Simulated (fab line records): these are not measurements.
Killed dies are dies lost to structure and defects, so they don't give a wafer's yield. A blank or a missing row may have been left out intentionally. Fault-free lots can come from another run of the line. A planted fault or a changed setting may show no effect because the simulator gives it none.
A lot that was struck, set against a sound lot | flow n5_finfet | 15 out of 1938 route steps
Sound: the wafers L541.2, L541.3, L541.5. Struck: wafer L554.3 (left out: L554.5, a lot-mate that was not struck); the cause follows at the end.
Per side, at each step with rows, come the tool, then ch with its chambers, and then its first start. Under that, the readings that differ: sound wafers | struck wafers | difference of the means | sigmas: that difference in standard deviations of wafers without a fault.
alike: a reading whose means differ by less than 2 such deviations, as well as words and numbers matching on both sides. not compared: withheld readings; readings where some wafer has no value; bounds like >300 that might hide an equal value; numbers whose values overlap and for which the record gives no deviation.
The two part at a step that has a row with sigmas, a row that says differs or no value, or rows on one side only. Numbers that don't overlap but have no deviation are shown without sigmas and don't part them. A reading missing from all wafers of one side parts the sides only when that side holds two or more wafers.

first, 3 steps without rows for these wafers: N5_BEOL_M10_CURE_72 (cures SiCOH lowk, time 120 s); N5_BEOL_M10_DEGAS_44 (time 60 s); N5_BEOL_M10_PRE_CLEAN_45 (time 30 s).
N5_BEOL_M10_ALD_74: deposits TaN, target thk 2 nm, pulse time 2 s, purge time 3 s.
  sound on ald_metal-02 ch 0,1, day 10 22:00; struck on ald_metal-03 ch 2, day 14 05:01
  alike: heater_power_w
N5_BEOL_M10_SURFACE_TREAT_76:
  sound on pvd_sputter-03, day 10 22:22; struck on pvd_sputter-01, day 14 05:19
  not compared: throttle_valve_pct
then, 1 step without rows for these wafers: N5_BEOL_M10_CVD_75 (deposits Co from CCTBA/H2, target thk 2 nm, time 138.9 s).
N5_BEOL_M10_SPUTTER_48: material Cu, target thk 12 nm, time 2 s.
  sound on pvd_sputter-03, day 10 22:34; struck on pvd_sputter-03, day 14 05:35
  reading                  | sound                   | struck  | difference | sigmas
  chamber_pressure_pa (Pa) | 0.13011 0.12993 0.13055 | 0.12962 | -0.00058   | -2
  alike: cathode_dc_power_W, throttle_valve_pct
then, 1 step without rows for these wafers: N5_BEOL_M10_ECD_50 (material Cu, target thk 318 nm).
N5_BEOL_M10_ANNEAL_51: time 90 s.
  sound on rtp_anneal-01 ch 0, day 10 22:50; struck on rtp_anneal-01 ch 0, day 14 06:08
  alike: wafer_temp_C_max
N5_BEOL_M10_CMP_52: polishes, stops on SiCOH lowk, t overpolish 7 s, target thk 140 nm.
  sound on cmp-02 ch 0,3, day 10 23:07; struck on cmp-02 ch 3, day 14 06:22
  alike: barrier_field_endpoint_s, motor_current_A, overpolish_run_s, time_to_endpoint_s
N5_BEOL_M10_THK_MEAS_53: measures by xrf.
  sound on film_metro-02, day 10 23:23; struck on film_metro-02, day 14 06:38
  alike: M10_THK
then, 1 step without rows for these wafers: N5_BEOL_M10_PRE_CLEAN_55 (time 15 s).
N5_BEOL_M10_DEP_56: deposits SiCN from 3MS/NH3, target thk 15 nm, time 26.5 s.
  sound on pecvd-01 ch 0,2, day 10 23:27; struck on pecvd-01 ch 0, day 14 06:41
  reading                                   | sound        | struck | difference | sigmas
  model.SiCN_of_BEOL_M10_DEP_56.thk_nm (nm) | 14.8 15 15.2 | 14     | -1         |
  alike: showerhead_plenum_p_Torr, throttle_valve_pct
N5_BEOL_M10_RS_MEAS_57: uses a four-point probe to measure.
  sound on film_metro-01, day 10 23:33; struck on film_metro-02, day 14 06:46
  alike: M10_RS
N5_PASSIVATION_PROBE_49:
  only the struck wafers here have rows in the record (prober-01, day 16 03:17); the sound ones have none

## WHERE THEY PART
At N5_BEOL_M10_SPUTTER_48 first; at N5_PASSIVATION_PROBE_49 last (within this record only).

WHY: the cause the simulator had injected
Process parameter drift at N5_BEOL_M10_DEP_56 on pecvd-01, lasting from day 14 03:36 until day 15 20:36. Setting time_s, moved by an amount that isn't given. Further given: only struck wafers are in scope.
